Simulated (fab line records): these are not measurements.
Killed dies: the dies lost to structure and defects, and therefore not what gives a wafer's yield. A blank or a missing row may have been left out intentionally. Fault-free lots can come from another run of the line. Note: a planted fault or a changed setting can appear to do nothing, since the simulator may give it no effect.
Which tool was responsible? -- flow nand_harc -- 13 lots, 37 wafers sampled, at 6 steps of a route of 1302

WHAT EACH GAUGE READ, for each wafer
NHARC_A_SOURCE_PLATE_INSPECT_08. Usual: 56 for raw_defect_count, sd 24.
lot,measured,on,raw_defect_count,flag
L796,day 8 04:24,defect_inspect-01,35 42 37,
L798,day 8 21:55,defect_inspect-02,45 25 50,
L800,day 9 09:37,defect_inspect-02,93 68 53,
L804,day 11 04:17,defect_inspect-01,23 62,
L806,day 12 05:13,defect_inspect-01,23 30,
L810,day 13 14:17,defect_inspect-02,132 53 67,
L811,day 13 20:49,defect_inspect-02,44 64 26,
L812,day 14 14:01,defect_inspect-02,69 76 40,
L813,day 14 20:20,defect_inspect-02,77 87 77,
L814,day 15 17:46,defect_inspect-02,52 65 60,
L816,day 15 23:23,defect_inspect-01,61 62 60,
L817,day 16 18:53,defect_inspect-02,125 79 92,
L818,day 16 18:53,defect_inspect-02,47 34 36,

NHARC_A_ONON_D1_THK_MEAS_05: measures by ellipsometry. Usual: 1002 nm for thk_nm, sd 10.
lot,measured,on,thk_nm (nm),flag
L796,day 8 05:32,film_metro-01,991 991 993,
L798,day 8 23:02,film_metro-02,1009 1010 1010,
L800,day 9 10:45,film_metro-02,994 994 995,
L804,day 11 05:26,film_metro-01,1004 1005,
L806,day 12 06:21,film_metro-01,1017 1020,
L810,day 13 15:25,film_metro-02,999 998 998,
L811,day 13 21:58,film_metro-02,1008 1007 1006,
L812,day 14 15:09,film_metro-01,989 988 989,
L813,day 14 21:29,film_metro-02,1010 1009 1011,
L814,day 15 18:55,film_metro-02,994 996 996,
L816,day 16 00:32,film_metro-02,981 980 981,
L817,day 16 20:01,film_metro-01,1013 1015 1013,
L818,day 16 20:02,film_metro-01,996 995 996,

NHARC_A_ONON_D1_THK_MEAS_14: measures by ellipsometry. Usual: 1001 nm for thk_nm, sd 13.
lot,measured,on,thk_nm (nm),flag
L796,day 8 07:14,film_metro-01,999 1000 999,
L798,day 9 00:44,film_metro-01,1007 1008 1008,
L800,day 9 12:28,film_metro-01,995 996 995,
L804,day 11 07:07,film_metro-01,653 985,OFF
L806,day 12 08:04,film_metro-02,1014 679,OFF
L810,day 13 17:07,film_metro-02,999 999 999,
L811,day 13 23:40,film_metro-02,1008 1010 1010,
L812,day 14 16:52,film_metro-01,989 988 991,
L813,day 14 23:11,film_metro-02,1003 1004 1004,
L814,day 15 20:36,film_metro-02,1016 1017 1016,
L816,day 16 02:14,film_metro-01,1011 1012 1012,
L817,day 16 21:44,film_metro-01,999 999 1000,
L818,day 16 21:44,film_metro-01,1013 1010 1013,

NHARC_END_SORT_01. Usual: killed_at_array 47, standard deviation 18; killed_at_other 0.9, standard deviation 1.1; killed_at_periphery 4, standard deviation 3.1; killed_dies 52, standard deviation 18; killed_open 3.1, standard deviation 1.5; killed_short 2.4, standard deviation 1.5.
lot,measured,on,killed_at_array,killed_at_other,killed_at_periphery,killed_dies,killed_open,killed_short,flag
L804,day 27 16:24,prober-01,670 88,0 1,7 4,677 93,1 5,3 7,OFF
L806,day 28 17:34,prober-01,39 674,2 0,6 3,47 677,2 2,2 1,OFF

TOOL THAT RAN EACH LOT (tool first, then ch and the chambers of the sampled wafers, then the start)
lot,NHARC_A_ZERO_WELL_ETCH_13,NHARC_A_ONON_D1_DEP_12
L796,"rie_si-03 ch 0,2, day 7 04:46","pecvd_onon-02 ch 0, day 8 06:44"
L798,"rie_si-03 ch 0,1,2, day 8 00:20","pecvd_onon-04 ch 0, day 9 00:14"
L800,"rie_si-03 ch 0,1, day 8 13:13","pecvd_onon-03 ch 0, day 9 12:00"
L804,"rie_si-04 ch 3, day 10 07:18","pecvd_onon-02 ch 0, day 11 06:40"
L806,"rie_si-03 ch 2, day 11 07:49","pecvd_onon-02 ch 0, day 12 07:43"
L810,"rie_si-03 ch 0,1,3, day 12 18:16","pecvd_onon-04 ch 0, day 13 16:36"
L811,"rie_si-04 ch 0,1,3, day 12 22:29","pecvd_onon-04 ch 0, day 13 23:09"
L812,"rie_si-04 ch 1,2,3, day 13 13:49","pecvd_onon-02 ch 0, day 14 16:20"
L813,"rie_si-04 ch 1,2, day 13 23:49","pecvd_onon-04 ch 0, day 14 22:47"
L814,"rie_si-04 ch 0,1, day 14 20:44","pecvd_onon-04 ch 0, day 15 20:05"
L816,"rie_si-05 ch 0,2,3, day 15 04:37","pecvd_onon-03 ch 0, day 16 01:43"
L817,"rie_si-04 ch 0,1,3, day 15 19:41","pecvd_onon-04 ch 0, day 16 21:14"
L818,"rie_si-04 ch 1,2,3, day 16 00:16","pecvd_onon-02 ch 0, day 16 21:17"
- NHARC_A_ZERO_WELL_ETCH_13: etches the open film in HBr/Cl2, target depth 120 nm, time 40.1 s.
- NHARC_A_ONON_D1_DEP_12: target thk 1000 nm.

AS READ BY THE TOOLS THEMSELVES (means over the sampled wafers that have a number; for cases with no such wafer, the mark the record gives instead)
NHARC_A_ZERO_WELL_ETCH_13. Usual: drypump_motor_current_A 5.6 A, standard deviation 0.36; hbr_flow_sccm 149.9 sccm, standard deviation 0.47; oes_product_au 0.999 a.u., standard deviation 0.01; throttle_valve_pct 26.405 %, standard deviation 0.0092.
lot,tool,drypump_motor_current_A (A),hbr_flow_sccm (sccm),oes_product_au (a.u.),throttle_valve_pct (%),flag
L796,rie_si-03,5.8,149.5,0.991,26.415,
L798,rie_si-03,5.7,150.1,0.999,26.399,
L800,rie_si-03,5.4,150.6,1.007,26.410,
L804,rie_si-04,5.6,149.7,0.998,26.398,
L806,rie_si-03,6.0,150.2,0.982,26.401,
L810,rie_si-03,5.3,150.0,1.000,26.403,
L811,rie_si-04,5.8,149.8,1.001,26.403,
L812,rie_si-04,5.5,150.0,0.996,26.390,
L813,rie_si-04,5.4,149.8,0.993,26.405,
L814,rie_si-04,5.7,149.6,0.996,26.395,
L816,rie_si-05,5.6,150.1,1.009,26.405,
L817,rie_si-04,5.8,149.9,0.995,26.402,
L818,rie_si-04,5.4,149.9,1.016,26.402,

NHARC_A_ONON_D1_DEP_12. Usual: 2752 sccm for n2_flow_sccm, sd 8.8.
lot,tool,n2_flow_sccm (sccm),flag
L796,pecvd_onon-02,2746,
L798,pecvd_onon-04,2766,
L800,pecvd_onon-03,2753,
L804,pecvd_onon-02,2754,
L806,pecvd_onon-02,2743,
L810,pecvd_onon-04,2755,
L811,pecvd_onon-04,2745,
L812,pecvd_onon-02,2746,
L813,pecvd_onon-04,2749,
L814,pecvd_onon-04,2757,
L816,pecvd_onon-03,2747,
L817,pecvd_onon-04,2752,
L818,pecvd_onon-02,2753,

THE ANSWER, worked out from the rows above alone
Rule: a lot is off if the mean of its wafers that have a number lies more than 3 standard deviations from the usual mean. Also off: a lot with no number at a reading for which 4 or more lots have one. The other lots that the step has rows for count as sound. The gauges are gone through in route order, then the tools' own readings, and for those a lot's mean is taken as printed above. The first step at which some lot is off is used, and at that step the reading that is off furthest; a lot without a number counts as furthest.
Off: L804, L806 (NHARC_A_ONON_D1_THK_MEAS_14, thk_nm).
If a tool, at a process step before that reading, ran all the lots that are off and no sound lot after the first of them, it fits. Not tried: the gauges at NHARC_A_ONON_D1_THK_MEAS_14; whatever is off there is also off at NHARC_END_SORT_01, on other tools, and gauge error can't account for it. Of those tried, none fits.

WHAT THE SIMULATOR HAD INSERTED
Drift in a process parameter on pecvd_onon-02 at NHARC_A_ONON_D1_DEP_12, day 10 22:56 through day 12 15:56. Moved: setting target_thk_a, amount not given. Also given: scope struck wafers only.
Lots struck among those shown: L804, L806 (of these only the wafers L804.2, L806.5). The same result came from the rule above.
